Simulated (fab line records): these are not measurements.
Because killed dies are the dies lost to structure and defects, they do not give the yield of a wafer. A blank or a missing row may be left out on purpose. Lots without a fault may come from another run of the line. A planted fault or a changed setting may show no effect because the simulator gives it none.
fab line records	flow nandHarc
record: lots: 12	wafers: 36	lastDay: 26
route steps=1159 shown P_STI@90 P_GATE@132 END@1159
lots with no fault: from the same line, run without faults
startH: the number of hours between the record's first day and the start of the first shown wafer of the lot	waitH: hours elapsed since this lot's preceding step	" unchanged from the row above	L1.1+2: a single row standing in for several wafers	- no value, or no start was given	* or withheld: withheld	< > ~ a bound
route shown NAME@n: NAME is a module with steps in the file, n the number in the route of the first one	usual: mean/standard deviation of fault-free wafers	same: alike in all rows	chamber/n: place in a boat	sites: readings site by site	_std_site: the standard deviation of these	_edge_site: outer sites' mean less inner sites'	radiusMm: how far each site lies from the wafer's centre	mask NAME#n: copy n	behind: the last tool/chamber to shape the wafer	hold: the reason the lot was held/the length of the hold in hours/how it ended	device: whichever transistor did not switch (one of n, p or np)	end of line: the same wafers' tests at the end of the route	where a step has no rows: the recipe by itself	killed: the dies lost at the first sort to structure and to defects; this is not the yield of the wafer	map: per-die view of a wafer (x killed, . not killed, _ where there is no die)
set.NAME: the setting the step ran with; set.NAME@STEP: the setting that earlier step ran with	model.NAME: the simulator's own value behind a step, which no gauge read
a sample of lots followed through the steps of the route, with each step as a table and each wafer as a row
services: when a tool's chamber went out of use (startH, in hours from the record's first day, below 0 if earlier), for how many hours, and the reason
== steps ==
step: NHARC_P_STI_ETCH_15
recipe: targetDepthA: 3000	taperDeg: 4	timeS: 100.1	hbrFlowSccm: 150	cl2FlowSccm: 50	rfW: 400	icpW: 400	biasW: 100	chemistry: HBr/Cl2
usual: drypumpMotorCurrentA: 5.5/0.44	heBacksideLeakSccm: 2.64/0.22	oesProductAu: 0.998/0.01	throttleValvePct: 26.404/0.0095
lot.wafer	tool	chamber	startH	waitH	drypumpMotorCurrentA	heBacksideLeakSccm	oesProductAu	rfHoursCounterH	throttleValvePct
L254.3	rieSi-05	2	36.37	-	5.7	2.61	0.996	1.0	26.411
L254.1	"	1	"	"	4.9	2.44	0.980	1.0	26.411
L254.6	"	2	"	"	5.7	2.54	0.990	-	26.413
L256.1	rieSi-03	3	47.96	-	6.3	3.03	1.013	0.4	26.391
L256.3	"	1	"	"	5.6	2.60	1.012	0.4	26.403
L256.6	"	3	"	"	6.3	2.98	1.000	-	26.408
L255.3	rieSi-02	1	48.01	-	6.1	3.00	0.987	0.1	26.404
L255.4	"	2	"	"	5.0	2.58	0.995	0.1	26.395
L255.5	"	0	"	"	5.9	2.82	1.003	-	26.376
L257.3	rieSi-02	2	59.99	-	5.0	2.49	1.001	0.1	26.411
L257.6	"	3	"	"	5.5	2.44	1.002	-	26.398
L257.5	"	0	"	"	5.9	3.05	1.008	-	26.394
L259.2	rieSi-02	0	66.09	-	5.9	2.97	1.002	0.2	26.407
L259.3	"	2	"	"	5.0	2.55	1.004	0.2	26.416
L259.4	"	3	"	"	5.5	2.47	0.998	0.2	26.400
L260.4	rieSi-05	3	72.02	-	5.3	2.78	0.991	0.0	26.402
L260.1	"	1	"	"	4.9	2.45	0.991	0.0	26.402
L260.5	"	0	"	"	5.1	2.54	1.002	-	26.430
L261.4	rieSi-05	0	79.33	-	5.1	2.48	1.004	0.1	26.400
L261.6	"	1	"	"	4.9	2.50	0.984	-	26.399
L261.5	"	2	"	"	5.7	2.41	0.994	-	26.408
L269.1	rieSi-02	2	125.29	-	5.0	2.51	1.002	0.6	26.412
L269.2	"	3	"	"	5.6	2.39	1.010	0.7	26.405
L269.5	"	3	"	"	5.6	2.38	0.991	-	26.403
L270.1	rieSi-03	2	132.42	-	5.8	2.49	1.007	0.9	26.421
L270.3	"	3	"	"	6.3	2.84	1.015	0.9	26.400
L270.6	"	1	"	"	5.6	2.50	1.000	-	26.392
L273.4	rieSi-03	0	152.72	-	6.0	2.81	1.016	1.1	26.402
L273.6	"	0	"	"	6.0	2.86	1.009	-	26.403
L273.5	"	1	"	"	5.6	2.69	1.000	-	26.398
L274.1	rieSi-05	2	152.94	-	5.7	2.49	0.992	0.6	26.394
L274.4	"	3	"	"	5.3	2.52	1.002	0.6	26.404
L274.6	"	1	"	"	4.9	2.46	0.985	-	26.403
L275.4	rieSi-05	1	163.09	-	4.9	2.55	0.984	0.9	26.398
L275.1	"	2	"	"	5.7	2.55	0.990	0.7	26.395
L275.2	"	0	"	"	5.1	2.36	1.003	0.8	26.410
step: NHARC_P_GATE_DEP_103
recipe: targetThkA: 300	targetThkNm: 30	tempC: 400	flowSccm: 200	rfW: 350	material: SiON
usual: heaterPowerW: 737/67
lot.wafer	tool	chamber	startH	waitH	heaterPowerW
L254.1	pecvd-03	0	90.84	0.6	728
L254.3	"	1	"	"	754
L254.6	"	2	"	"	776
L255.3	pecvd-02	2	95.96	0.4	695
L255.5	"	0	"	"	650
L255.4	"	2	"	"	691
L256.1	pecvd-03	2	95.98	0.6	811
L256.3	"	1	"	"	792
L256.6	"	1	"	"	834
L257.3	pecvd-04	2	109.86	0.3	628
L257.6	"	0	"	"	608
L257.5	"	1	"	"	790
L259.2	pecvd-02	1	117.53	0.5	723
L259.3	"	2	"	"	693
L259.4	"	2	"	"	674
L260.1	pecvd-02	0	129.37	0.6	773
L260.5	"	2	"	"	624
L260.4	"	0	"	"	773
L261.4	pecvd-04	1	134.31	0.5	754
L261.5	"	1	"	"	769
L261.6	"	1	"	"	753
L269.1	pecvd-04	1	174.42	0.6	752
L269.2	"	2	"	"	716
L269.5	"	0	"	"	689
L270.3	pecvd-04	0	186.54	0.4	642
L270.1	"	2	"	"	698
L270.6	"	0	"	"	632
L274.1	pecvd-02	1	204.36	0.6	766
L274.4	"	2	"	"	617
L274.6	"	0	"	"	761
L273.4	pecvd-02	2	205.03	0.3	646
L273.6	"	0	"	"	742
L273.5	"	1	"	"	810
L275.2	pecvd-03	1	216.20	0.5	729
L275.1	"	2	"	"	858
L275.4	"	1	"	"	780
step: NHARC_P_GATE_INSPECT_28
usual: rawDefectCount: 6.5/3
lot.wafer	tool	chamber	startH	waitH	rawDefectCount
L254.1	defectInspect-02	-	91.52	0.0	5
L254.3	"	-	"	"	4
L254.6	"	-	"	"	3
L255.3	defectInspect-02	-	96.71	0.0	6
L255.4	"	-	"	"	6
L255.5	"	-	"	"	10
L256.1	defectInspect-01	-	96.86	0.0	13
L256.3	"	-	"	"	9
L256.6	"	-	"	"	9
L257.3	defectInspect-01	-	110.69	0.0	6
L257.5	"	-	"	"	6
L257.6	"	-	"	"	7
L259.2	defectInspect-02	-	118.30	0.0	10
L259.3	"	-	"	"	3
L259.4	"	-	"	"	4
L260.1	defectInspect-02	-	130.12	0.0	3
L260.4	"	-	"	"	7
L260.5	"	-	"	"	6
L261.4	defectInspect-01	-	135.24	0.0	8
L261.5	"	-	"	"	4
L261.6	"	-	"	"	5
L269.1	defectInspect-01	-	175.22	0.0	9
L269.2	"	-	"	"	5
L269.5	"	-	"	"	437
L270.1	defectInspect-01	-	187.34	0.0	6
L270.3	"	-	"	"	466
L270.6	"	-	"	"	465
L274.1	defectInspect-01	-	205.12	0.0	5
L274.4	"	-	"	"	9
L274.6	"	-	"	"	4
L273.4	defectInspect-01	-	205.75	0.0	9
L273.5	"	-	"	"	4
L273.6	"	-	"	"	8
L275.1	defectInspect-02	-	216.85	0.0	8
L275.2	"	-	"	"	5
L275.4	"	-	"	"	13
step: NHARC_P_GATE_ETCH_32
recipe: targetDepthA: 1500	overEtchFrac: 1	overEtchIonEnergyEv: 40	timeS: 100.1	hbrFlowSccm: 150	cl2FlowSccm: 50	rfW: 400	icpW: 400	biasW: 100	chemistry: HBr/Cl2
usual: drypumpMotorCurrentA: 6.1/0.41	heBacksideLeakSccm: 2.7/0.34	oesProductAu: 1.005/0.014	throttleValvePct: 26.406/0.0099
lot.wafer	tool	chamber	startH	waitH	drypumpMotorCurrentA	heBacksideLeakSccm	oesProductAu	rfHoursCounterH	throttleValvePct
L254.1	rieSi-06	1	92.06	-	5.5	2.5	1.007	0.6	26.399
L254.3	"	3	"	"	6.4	2.4	0.998	0.7	26.415
L254.6	"	0	"	"	6.5	2.9	0.996	-	26.420
L255.3	rieSi-04	1	97.38	-	5.1	3.0	0.983	1.3	26.405
L255.4	"	3	"	"	6.5	3.0	1.001	1.6	26.406
L255.5	"	2	"	"	6.2	2.2	1.004	-	26.401
L256.3	rieSi-01	0	97.59	-	6.2	2.8	1.004	1.2	26.408
L256.1	"	2	"	"	6.4	2.7	0.994	1.2	26.404
L256.6	"	0	"	"	6.2	3.1	1.028	-	26.378
L257.3	rieSi-06	0	111.56	-	6.5	2.7	0.995	0.7	26.408
L257.6	"	3	"	"	6.4	2.4	0.989	-	26.404
L257.5	"	0	"	"	6.5	2.8	0.993	-	26.421
L259.4	rieSi-04	2	118.89	-	6.2	2.3	1.004	0.1	26.408
L259.3	"	0	"	"	5.8	2.8	1.032	0.1	26.391
L259.2	"	1	"	"	5.1	2.9	0.993	0.1	26.390
L260.1	rieSi-04	2	130.64	-	6.2	2.4	1.009	0.3	26.400
L260.4	"	3	"	"	6.5	3.1	1.024	0.3	26.420
L260.5	"	2	"	"	6.2	2.4	1.012	-	26.404
L261.4	rieSi-06	2	135.82	-	6.1	2.9	0.999	1.1	26.395
L261.5	"	2	"	"	6.1	3.0	0.994	-	26.416
L261.6	"	3	"	"	6.3	2.5	0.989	-	26.415
L269.2	rieSi-01	0	175.75	-	6.2	3.0	1.036	0.3	26.398
L269.1	"	3	"	"	6.0	2.3	0.981	0.3	26.414
L269.5	"	0	"	"	6.2	2.9	1.028	-	26.413
L270.1	rieSi-04	3	187.87	-	6.5	2.9	0.999	0.8	26.415
L270.3	"	0	"	"	5.8	2.8	1.022	0.7	26.395
L270.6	"	0	"	"	5.8	2.7	1.024	-	26.416
L274.1	rieSi-04	1	205.70	-	5.1	2.8	0.989	0.9	26.399
L274.4	"	3	"	"	6.5	2.9	1.017	0.9	26.402
L274.6	"	1	"	"	5.1	2.8	0.998	-	26.420
L273.4	rieSi-04	2	206.54	-	6.2	2.4	1.018	1.0	26.401
L273.5	"	2	"	"	6.2	2.5	1.019	-	26.410
L273.6	"	3	"	"	6.6	3.0	1.015	-	26.406
L275.1	rieSi-06	0	217.38	-	6.5	2.8	0.971	0.1	26.399
L275.4	"	1	"	"	5.5	4.2	1.010	0.2	26.398
L275.2	"	2	"	"	6.1	2.8	1.001	0.2	26.410
step: NHARC_P_GATE_CD_MEAS_33
usual: cdNm: 119/3.2
lot.wafer	tool	chamber	startH	waitH	cdNm
L254.1	cdSem-02	-	92.38	-	117
L254.3	"	-	"	"	115
L254.6	"	-	"	"	122
L255.3	cdSem-02	-	97.72	-	130
L255.4	"	-	"	"	122
L255.5	"	-	"	"	121
L256.1	cdSem-01	-	97.94	0.2	119
L256.3	"	-	"	"	120
L256.6	"	-	"	"	116
L257.3	cdSem-03	-	111.89	-	119
L257.5	"	-	"	"	117
L257.6	"	-	"	"	117
L259.2	cdSem-02	-	119.26	0.1	120
L259.3	"	-	"	"	118
L259.4	"	-	"	"	117
L260.1	cdSem-01	-	130.98	-	121
L260.4	"	-	"	"	122
L260.5	"	-	"	"	118
L261.4	cdSem-03	-	136.16	-	123
L261.5	"	-	"	"	121
L261.6	"	-	"	"	116
L269.1	cdSem-03	-	176.09	-	117
L269.2	"	-	"	"	119
L269.5	"	-	"	"	121
L270.1	cdSem-02	-	188.25	-	120
L270.3	"	-	"	"	118
L270.6	"	-	"	"	118
L274.1	cdSem-01	-	206.11	-	121
L274.4	"	-	"	"	122
L274.6	"	-	"	"	122
L273.4	cdSem-03	-	206.89	-	125
L273.5	"	-	"	"	125
L273.6	"	-	"	"	125
L275.1	cdSem-03	-	217.72	-	118
L275.2	"	-	"	"	121
L275.4	"	-	"	"	123
step: NHARC_P_GATE_INSPECT_68
usual: rawDefectCount: 199/78
lot.wafer	tool	chamber	startH	waitH	rawDefectCount
L254.1	defectInspect-02	-	110.16	0.2	269
L254.3	"	-	"	"	247
L254.6	"	-	"	"	430
L255.3	defectInspect-02	-	115.89	0.1	195
L255.4	"	-	"	"	244
L255.5	"	-	"	"	168
L256.1	defectInspect-02	-	116.86	0.2	217
L256.3	"	-	"	"	194
L256.6	"	-	"	"	189
L257.3	defectInspect-02	-	132.38	0.1	178
L257.5	"	-	"	"	218
L257.6	"	-	"	"	103
L259.2	defectInspect-01	-	138.01	0.1	227
L259.3	"	-	"	"	207
L259.4	"	-	"	"	173
L260.1	defectInspect-01	-	149.67	0.2	113
L260.4	"	-	"	"	158
L260.5	"	-	"	"	275
L261.4	defectInspect-02	-	159.02	0.1	158
L261.5	"	-	"	"	176
L261.6	"	-	"	"	125
L269.1	defectInspect-01	-	194.78	0.2	246
L269.2	"	-	"	"	269
L269.5	"	-	"	"	810
L270.1	defectInspect-01	-	206.07	0.2	171
L270.3	"	-	"	"	685
L270.6	"	-	"	"	620
L274.1	defectInspect-01	-	223.92	0.2	201
L274.4	"	-	"	"	161
L274.6	"	-	"	"	282
L273.4	defectInspect-02	-	224.70	0.1	305
L273.5	"	-	"	"	153
L273.6	"	-	"	"	231
L275.1	defectInspect-01	-	235.65	0.2	246
L275.2	"	-	"	"	403
L275.4	"	-	"	"	182
step: NHARC_END_SORT_01
recipe: tempC: 25
usual: killedAtArray: 27/12	killedAtOther: 0.9/1.1	killedAtPeriphery: 3.2/2.4	killedDies: 31/12	killedOpen: 3.3/1.7	killedShort: 2.0/1.6
same: grossDies: 677
lot.wafer	tool	chamber	startH	waitH	killedAtArray	killedAtOther	killedAtPeriphery	killedDies	killedOpen	killedShort
L260.1	prober-02	0	563.49	2.5	11	0	7	18	3	2
L260.4	prober-02	0	565.88	3.4	15	2	4	21	4	1
L260.5	prober-02	0	566.68	3.7	12	1	10	23	4	1
L269.1	prober-02	0	594.70	2.5	27	0	2	29	2	1
L269.2	prober-02	0	595.50	2.8	34	1	2	37	4	3
L269.5	prober-02	0	597.90	3.7	23	0	85	108	2	1
L270.1	prober-02	0	602.48	2.5	29	3	3	35	4	2
L270.3	prober-02	0	604.07	3.1	32	1	88	121	3	0
L270.6	prober-02	0	606.46	4.0	26	1	77	104	2	2
killed by level:class
L260.1 P_CONTACT:chamberFilmFlake=3 P_M1:chamberFilmFlake=3 A_CHANNEL_HOLE_D1:chamberFilmFlake=3 A_STAIRCASE:chamberFilmFlake=2 A_CONTACT:chamberFilmFlake=2 P_M1:geometricParticle:open=1 A_SOURCE_PLATE:geometricParticle:open=1 A_WL_FILL:geometricParticle:short=1
L260.4 A_CONTACT:chamberFilmFlake=4 A_CHANNEL_HOLE_D1:chamberFilmFlake=3 A_M0:geometricParticle:open=2 P_M1:chamberFilmFlake=2 A_CHANNEL_FILL_D1:chamberFilmFlake=2 THIN_TSV:chamberFilmFlake=2 P_M0:geometricParticle:open=1 A_WL_FILL:geometricParticle:short=1
L260.5 A_CHANNEL_HOLE_D1:chamberFilmFlake=4 P_STI:chamberFilmFlake=3 P_CONTACT:chamberFilmFlake=3 A_CONTACT:chamberFilmFlake=3 P_M1:chamberFilmFlake=2 P_M0:geometricParticle:open=1 A_SOURCE_PLATE:geometricParticle:open=1 A_CHANNEL_HOLE_D1:geometricParticle:short=1
L269.1 A_CHANNEL_HOLE_D1:chamberFilmFlake=18 A_STAIRCASE:chamberFilmFlake=3 A_CONTACT:chamberFilmFlake=2 A_ONON_D1:geometricParticle:open=1 A_CHANNEL_FILL_D1:geometricParticle:short=1 A_CHANNEL_FILL_D1:geometricParticle:open=1 P_STI:chamberFilmFlake=1 P_GATE:chamberFilmFlake=1
L269.2 A_CHANNEL_HOLE_D1:chamberFilmFlake=23 A_CONTACT:geometricParticle:short=2 A_STAIRCASE:chamberFilmFlake=2 A_ONON_D1:geometricParticle:open=1 A_STAIRCASE:geometricParticle:open=1 A_WL_FILL:geometricParticle:short=1 A_CONTACT:geometricParticle:open=1 A_M0:geometricParticle:open=1
L269.5 P_GATE:unspecified=83 A_CHANNEL_HOLE_D1:chamberFilmFlake=13 A_CONTACT:chamberFilmFlake=5 A_STAIRCASE:chamberFilmFlake=3 P_GATE:geometricParticle:open=1 A_ONON_D1:geometricParticle:open=1 A_WL_FILL:geometricParticle:short=1 P_GATE:chamberFilmFlake=1
L270.1 A_SLIT:chamberFilmFlake=11 A_CHANNEL_HOLE_D1:chamberFilmFlake=6 A_CONTACT:chamberFilmFlake=4 A_CONTACT:geometricParticle:open=2 A_STAIRCASE:chamberFilmFlake=2 THIN_TSV:chamberFilmFlake=2 P_GATE:geometricParticle:open=1 A_ONON_D1:geometricParticle:short=1
L270.3 P_GATE:unspecified=86 A_SLIT:chamberFilmFlake=17 A_CHANNEL_HOLE_D1:chamberFilmFlake=10 A_CONTACT:chamberFilmFlake=2 P_CONTACT:geometricParticle:open=1 P_M0:geometricParticle:open=1 A_CONTACT:geometricParticle:open=1 A_STAIRCASE:chamberFilmFlake=1
L270.6 P_GATE:unspecified=75 A_SLIT:chamberFilmFlake=10 A_CHANNEL_HOLE_D1:chamberFilmFlake=6 A_CONTACT:chamberFilmFlake=5 P_BONDPAD:geometricParticle:open=1 A_ONON_D1:geometricParticle:short=1 A_CONTACT:geometricParticle:open=1 A_BLC:geometricParticle:short=1
== services ==
tool	chamber	startH	hours	kind
rieSi-03	-	13.41	0.2	repair
pecvd-04	-	14.00	13.0	pm
rieSi-02	-	25.15	0.2	repair
rieSi-06	0	25.40	8.6	repair
rieSi-04	3	25.62	3.1	repair
rieSi-02	-	34.00	9.0	pm
rieSi-03	3	51.48	2.4	repair
pecvd-03	-	56.59	0.3	repair
pecvd-04	2	57.91	5.6	repair
rieSi-05	-	62.00	9.0	pm
rieSi-03	0	93.96	3.6	repair
rieSi-02	0	97.39	3.5	repair
rieSi-04	-	99.00	9.0	pm
pecvd-04	0	123.23	16.0	repair
pecvd-04	-	126.87	0.9	repair
pecvd-04	2	130.30	5.5	repair
pecvd-02	-	153.00	13.0	pm
rieSi-06	0	178.81	6.3	repair
rieSi-05	2	181.31	3.4	repair
rieSi-06	-	183.00	9.0	pm
rieSi-02	-	191.70	0.3	repair
pecvd-04	-	195.00	13.0	pm
rieSi-06	0	200.64	7.2	repair
rieSi-02	-	211.00	9.0	pm
== key ==
firstSign: step: NHARC_P_GATE_INSPECT_28	reading: rawDefectCount	direction: up	sigmas: 99+	usual: 6.5	struck: 456
effect: step: NHARC_P_GATE_INSPECT_68	reading: rawDefectCount	direction: up	sigmas: 6.5	usual: 199	struck: 705
effect: step: NHARC_END_SORT_01	reading: killedAtPeriphery	direction: up	sigmas: 34	usual: 3.2	struck: 83.3
moreKillsBornAt: NHARC_P_GATE_DEP_103@pecvd-04: 244
metAt NHARC_P_GATE_DEP_103
struckLots L269,L270
struckWafers L269.5,L270.3,L270.6
testerLeftOut L269,L270
notActingAt NHARC_P_STI_ETCH_15,NHARC_P_GATE_ETCH_32,NHARC_P_GATE_CD_MEAS_33
onsetBetween 109.86 174.42
fault: kind: chamberParticleSource	tool: pecvd-04	chamber: 0	onsetH: 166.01	steps: NHARC_P_GATE_DEP_103	ratePerVisitCm2: 0.68815	endH: 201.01
testerLeftOut: of these lots the tester's yield and bins aren't shown, on N5 and GAA mostly nor the transistor test; their killed dies are dies lost to structure and defects alone, not to doping, threshold or leakage, so they don't give the yield
